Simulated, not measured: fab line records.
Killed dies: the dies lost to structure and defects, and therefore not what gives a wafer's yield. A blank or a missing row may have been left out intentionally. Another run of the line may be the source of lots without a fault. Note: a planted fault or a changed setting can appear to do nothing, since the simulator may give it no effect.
Which tool did it? | flow n5Finfet | Sampling: 9 lots, 25 wafers, 6 of 1938 route steps

== WHAT THE GAUGES SHOWED, per wafer ==
N5_FIN_SAQP_OCD_MEAS_76. Usual: trenchDepthNm 119.2 nm, standard deviation 2.
lot  | measured    | on     | trenchDepthNm (nm) | flag
L691 | day 2 08:58 | ocd-01 | 117.0 116.0 120.1  | 
L692 | day 2 14:58 | ocd-01 | 117.4 116.7 119.1  | 
L694 | day 3 05:50 | ocd-02 | 119.2 120.2 115.8  | 
L700 | day 4 18:04 | ocd-01 | 119.9 103.5 117.8  | 
L707 | day 6 12:08 | ocd-02 | 122.9 124.2 121.8  | 
L708 | day 6 18:02 | ocd-01 | 122.2 118.4        | 
L709 | day 6 22:23 | ocd-02 | 121.7 119.6 120.2  | 
L711 | day 7 08:19 | ocd-01 | 118.4 117.8        | 
L713 | day 7 20:38 | ocd-01 | 120.1 117.4 119.0  | 

N5_BEOL_M4_RC_MEAS_101. Usual: DIBL_N 36.1 mV/V, standard deviation 1.5; DIBL_P 36.1 mV/V, standard deviation 1.9; IOFF_N 0.159 nA/um, standard deviation 0.029; IOFF_P 0.21 nA/um, standard deviation 0.038; ION_N 675 uA/um, standard deviation 11; ION_P 464 uA/um, standard deviation 8.1; SS_N 71.5 mV/dec, standard deviation 0.57; SS_P 73.3 mV/dec, standard deviation 0.64; VT_N 249 mV, standard deviation 3.1; VT_P -250 mV, standard deviation 3.8.
lot  | measured     | on        | DIBL_N (mV/V)  | DIBL_P (mV/V)  | IOFF_N (nA/um)    | IOFF_P (nA/um) | ION_N (uA/um) | ION_P (uA/um) | SS_N (mV/dec)  | SS_P (mV/dec)  | VT_N (mV)   | VT_P (mV)      | flag
L691 | day 8 06:20  | prober-01 | 36.9 36.2 36.3 | 35.9 35.2 34.8 | 0.156 0.148 0.152 | 0.20 0.19 0.18 | 667 675 658   | 456 457 453   | 71.5 71.4 71.5 | 72.8 73.0 72.6 | 250 251 253 | -250 -252 -252 | 
L692 | day 8 08:42  | prober-02 | 33.6 35.6 36.6 | 32.4 35.8 36.9 | 0.118 0.147 0.173 | 0.18 0.22 0.24 | 668 680 691   | 461 471 471   | 71.4 72.0 72.1 | 72.6 73.4 73.4 | 257 251 248 | -248 -249 -249 | 
L694 | day 9 00:53  | prober-02 | 34.6 36.3 35.7 | 34.7 36.2 35.8 | 0.141 0.157 0.162 | 0.19 0.21 0.21 | 683 676 677   | 467 466 469   | 70.9 72.1 71.3 | 72.6 73.3 72.5 | 250 249 249 | -252 -250 -249 | 
L700 | day 10 05:15 | prober-01 | 38.4 35.5 34.1 | 39.8 36.2 34.0 | 0.223 0.167 0.149 | 0.27 0.23 0.19 | 690 679 677   | 473 472 467   | 71.5 72.0 71.1 | 73.7 73.5 72.8 | 245 246 247 | -246 -248 -251 | 
L707 | day 12 05:31 | prober-01 | 35.6 36.9 36.6 | 37.1 37.5 37.7 | 0.150 0.166 0.169 | 0.19 0.19 0.20 | 663 676 675   | 457 460 457   | 71.3 72.4 72.3 | 73.5 73.6 73.7 | 253 248 251 | -254 -254 -254 | 
L708 | day 12 10:04 | prober-01 | 35.3 37.3      | 36.4 39.1      | 0.159 0.206       | 0.21 0.26      | 688 689       | 463 468       | 72.2 72.0      | 73.5 74.1      | 248 244     | -249 -247      | 
L709 | day 12 12:51 | prober-01 | 36.9 36.9 36.4 | 39.4 39.2 38.2 | 0.195 0.187 0.174 | 0.25 0.23 0.22 | 675 673 671   | 465 463 462   | 71.8 72.0 72.4 | 74.3 74.5 74.7 | 247 249 250 | -247 -252 -248 | 
L711 | day 13 12:38 | prober-02 | 35.6 34.5      | 36.6 34.6      | 0.159 0.131       | 0.20 0.17      | 674 664       | 456 456       | 71.3 71.1      | 72.6 73.1      | 247 252     | -252 -255      | 
L713 | day 14 09:27 | prober-01 | 36.2 36.6 34.8 | 36.8 36.4 36.0 | 0.181 0.180 0.168 | 0.23 0.23 0.23 | 684 680 686   | 469 468 473   | 71.1 70.9 71.5 | 73.3 72.5 73.6 | 247 246 244 | -247 -248 -247 | 

== WHICH TOOL RAN EACH LOT (tool, then ch and the chambers of the sampled wafers, then the start) ==
lot  | N5_FIN_SAQP_ETCH_52              | N5_FIN_SAQP_SPACER1_ALD_24      | N5_FIN_SAQP_STRIP_70             | N5_FIN_SAQP_FIN_ETCH_36
L691 | rieDiel-02 ch 0,1,2, day 2 04:38 | aldSin-01 ch 0,1,2, day 2 05:38 | rieDiel-06 ch 1,2,3, day 2 07:40 | rieSi-03 ch 1,2,3, day 2 08:45
L692 | rieDiel-02 ch 0,1,2, day 2 10:43 | aldSin-02 ch 0,1,3, day 2 11:56 | rieDiel-01 ch 0,2,3, day 2 13:40 | rieSi-02 ch 0,1,3, day 2 14:44
L694 | rieDiel-06 ch 0,3, day 3 01:32   | aldSin-02 ch 1,2,3, day 3 02:32 | rieDiel-06 ch 0,1,3, day 3 04:33 | rieSi-03 ch 0,2,3, day 3 05:37
L700 | rieDiel-01 ch 0,1,2, day 4 11:23 | aldSin-02 ch 0,2,3, day 4 13:28 | rieDiel-02 ch 0,1,3, day 4 15:33 | rieSi-03 ch 1,2,3, day 4 17:51
L707 | rieDiel-01 ch 1,3, day 6 05:35   | aldSin-03 ch 0,3, day 6 07:19   | rieDiel-02 ch 1,2,3, day 6 09:42 | rieSi-04 ch 1,2, day 6 11:55
L708 | rieDiel-01 ch 0,1, day 6 13:41   | aldSin-03 ch 1,2, day 6 14:43   | rieDiel-01 ch 1,3, day 6 16:26   | rieSi-04 ch 2,3, day 6 17:49
L709 | rieDiel-01 ch 0,1,2, day 6 18:11 | aldSin-03 ch 1,2, day 6 19:10   | rieDiel-06 ch 0,2,3, day 6 21:06 | rieSi-04 ch 0,1, day 6 22:10
L711 | rieDiel-02 ch 1,3, day 7 03:22   | aldSin-01 ch 0,2, day 7 04:58   | rieDiel-06 ch 0,3, day 7 06:46   | rieSi-02 ch 1,2, day 7 08:06
L713 | rieDiel-06 ch 2,3, day 7 15:53   | aldSin-02 ch 0,3, day 7 17:07   | rieDiel-01 ch 1,3, day 7 18:51   | rieSi-02 ch 0,3, day 7 20:25
- N5_FIN_SAQP_ETCH_52: etches SOC in N2/H2, target depth 100 nm, overetch 20 nm, time 150 s.
- N5_FIN_SAQP_SPACER1_ALD_24: deposits SiO2, target thk 20.3 nm, pulse time 1 s, purge time 2 s.
- N5_FIN_SAQP_STRIP_70: strips in N2/H2.
- N5_FIN_SAQP_FIN_ETCH_36: etches the open film in HBr/Cl2/O2, target depth 120 nm, time 50.4 s.

== AS READ BY THE TOOLS THEMSELVES (means over the sampled wafers that have a number; for cases with no such wafer, the mark the record gives instead) ==
N5_FIN_SAQP_ETCH_52. Usual: drypumpMotorCurrentA 5.7 A, standard deviation 0.54; oesProductAu 0.74 a.u., standard deviation 0.077; rfFwdPowerW 836.7 W, standard deviation 2.6; rfVppV 524.2 V, standard deviation 2.9; showerheadPlenumPTorr 2.56 Torr, standard deviation 0.1; throttleValvePct 17.76 %, standard deviation 0.2.
lot  | tool       | drypumpMotorCurrentA (A) | oesProductAu (a.u.) | rfFwdPowerW (W) | rfVppV (V) | showerheadPlenumPTorr (Torr) | throttleValvePct (%) | flag
L691 | rieDiel-02 | 5.7                      | 0.77                | 836.3           | 526.9      | 2.65                         | 17.63                | 
L692 | rieDiel-02 | 5.8                      | 0.76                | 836.7           | 527.3      | 2.65                         | 17.64                | 
L694 | rieDiel-06 | 5.2                      | 0.69                | 839.6           | 522.6      | 2.49                         | 17.91                | 
L700 | rieDiel-01 | 5.9                      | 0.66                | 838.1           | 522.6      | 2.49                         | 17.91                | 
L707 | rieDiel-01 | 5.6                      | 0.74                | 835.5           | 522.3      | 2.50                         | 17.79                | 
L708 | rieDiel-01 | 5.7                      | 0.65                | 835.0           | 521.5      | 2.47                         | 18.00                | 
L709 | rieDiel-01 | 5.9                      | 0.64                | 836.3           | 522.3      | 2.48                         | 17.97                | 
L711 | rieDiel-02 | 5.2                      | 0.76                | 837.5           | 524.6      | 2.52                         | 17.60                | 
L713 | rieDiel-06 | 5.3                      | 0.79                | 837.7           | 528.4      | 2.70                         | 17.73                | 

N5_FIN_SAQP_SPACER1_ALD_24. Usual: heaterPowerW 460 W, standard deviation 43; precursorPulseHeightRel 0.999, standard deviation 0.019.
lot  | tool      | heaterPowerW (W) | precursorPulseHeightRel | flag
L691 | aldSin-01 | 489              | 0.994                   | 
L692 | aldSin-02 | 437              | 1.004                   | 
L694 | aldSin-02 | 453              | 1.005                   | 
L700 | aldSin-02 | 442              | 0.994                   | 
L707 | aldSin-03 | 479              | 1.004                   | 
L708 | aldSin-03 | 420              | 1.003                   | 
L709 | aldSin-03 | 405              | 0.990                   | 
L711 | aldSin-01 | 504              | 1.029                   | 
L713 | aldSin-02 | 430              | 0.986                   | 

N5_FIN_SAQP_STRIP_70. Usual: drypumpMotorCurrentA 5.7 A, standard deviation 0.55; oesProductAu 0.83 a.u., standard deviation 0.091; rfVppV 122.0 V, standard deviation 1.1; showerheadPlenumPTorr 3.38 Torr, standard deviation 0.14; throttleValvePct 18.76 %, standard deviation 0.29.
lot  | tool       | drypumpMotorCurrentA (A) | oesProductAu (a.u.) | rfVppV (V) | showerheadPlenumPTorr (Torr) | throttleValvePct (%) | flag
L691 | rieDiel-06 | 5.8                      | 0.83                | 121.0      | 3.33                         | 18.86                | 
L692 | rieDiel-01 | 6.1                      | 0.72                | 122.2      | 3.28                         | 18.91                | 
L694 | rieDiel-06 | 5.7                      | 0.80                | 120.9      | 3.33                         | 18.78                | 
L700 | rieDiel-02 | 5.4                      | 0.91                | 122.5      | 3.38                         | 18.43                | 
L707 | rieDiel-02 | 5.4                      | 0.85                | 122.2      | 3.41                         | 18.55                | 
L708 | rieDiel-01 | 5.5                      | 0.79                | 122.6      | 3.31                         | 18.89                | 
L709 | rieDiel-06 | 5.3                      | 0.91                | 123.3      | 3.56                         | 18.58                | 
L711 | rieDiel-06 | 5.2                      | 0.90                | 123.4      | 3.55                         | 18.47                | 
L713 | rieDiel-01 | 5.4                      | 0.75                | 122.3      | 3.32                         | 19.00                | 

N5_FIN_SAQP_FIN_ETCH_36. Usual: drypumpMotorCurrentA 5.7 A, standard deviation 0.42; oes_o_777_au 0.98 a.u., standard deviation 0.048; oesProductAu 0.992 a.u., standard deviation 0.02; rfFwdPowerW 796.6 W, standard deviation 2.5; throttleValvePct 36.0 %, standard deviation 0.33.
lot  | tool     | drypumpMotorCurrentA (A) | oes_o_777_au (a.u.) | oesProductAu (a.u.) | rfFwdPowerW (W) | throttleValvePct (%) | flag
L691 | rieSi-03 | 5.9                      | 0.94                | 0.961               | 796.4           | 36.3                 | 
L692 | rieSi-02 | 5.2                      | 0.98                | 0.990               | 795.3           | 36.0                 | 
L694 | rieSi-03 | 5.9                      | 0.98                | 0.968               | 798.6           | 36.1                 | 
L700 | rieSi-03 | 5.9                      | 0.79                | 0.941               | 734.3           | 36.4                 | OFF
L707 | rieSi-04 | 5.9                      | 1.04                | 1.020               | 794.5           | 35.9                 | 
L708 | rieSi-04 | 5.7                      | 1.02                | 1.015               | 793.8           | 35.8                 | 
L709 | rieSi-04 | 6.0                      | 1.02                | 1.005               | 796.5           | 36.0                 | 
L711 | rieSi-02 | 5.5                      | 0.92                | 0.981               | 796.1           | 36.2                 | 
L713 | rieSi-02 | 5.2                      | 0.99                | 0.998               | 796.3           | 35.8                 | 

== THE ANSWER, worked out from the rows above alone ==
Rule: a lot is off if the mean of its wafers that have a number lies more than 3 standard deviations from the usual mean. Also off: a lot with no number at a reading for which 4 or more lots have one. All remaining lots with rows at the step are treated as sound. The gauges are gone through in route order, then the tools' own readings, and for those a lot's mean is taken as printed above. At the first step where some lot is off, the reading lying furthest off is the one used; lots without a number count as furthest.
Off at N5_FIN_SAQP_FIN_ETCH_36 (rfFwdPowerW): L700.
If a tool, at that step or one of the process steps before it, ran each lot that is off and ran no sound lot following the first of them, it fits. One fits: N5_FIN_SAQP_FIN_ETCH_36 on rieSi-03. A fault onset in the window from L694 (day 3 05:37, its last sound lot) to L700 (day 4 17:51, its first lot off) fits.
The tool's own readings at N5_FIN_SAQP_FIN_ETCH_36 bear it out: on the lots that are off they differ by more than 5 times the standard deviation of the sound lots' means. oes_o_777_au reads 0.79 a.u. there against 0.99 a.u. on the sound lots; rfFwdPowerW reads 734.3 W there against 795.9 W on the sound lots.

== WHAT WAS PUT IN BY THE SIMULATOR ==
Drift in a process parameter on rieSi-03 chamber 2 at N5_FIN_SAQP_FIN_ETCH_36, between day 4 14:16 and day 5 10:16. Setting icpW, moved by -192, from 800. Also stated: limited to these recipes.
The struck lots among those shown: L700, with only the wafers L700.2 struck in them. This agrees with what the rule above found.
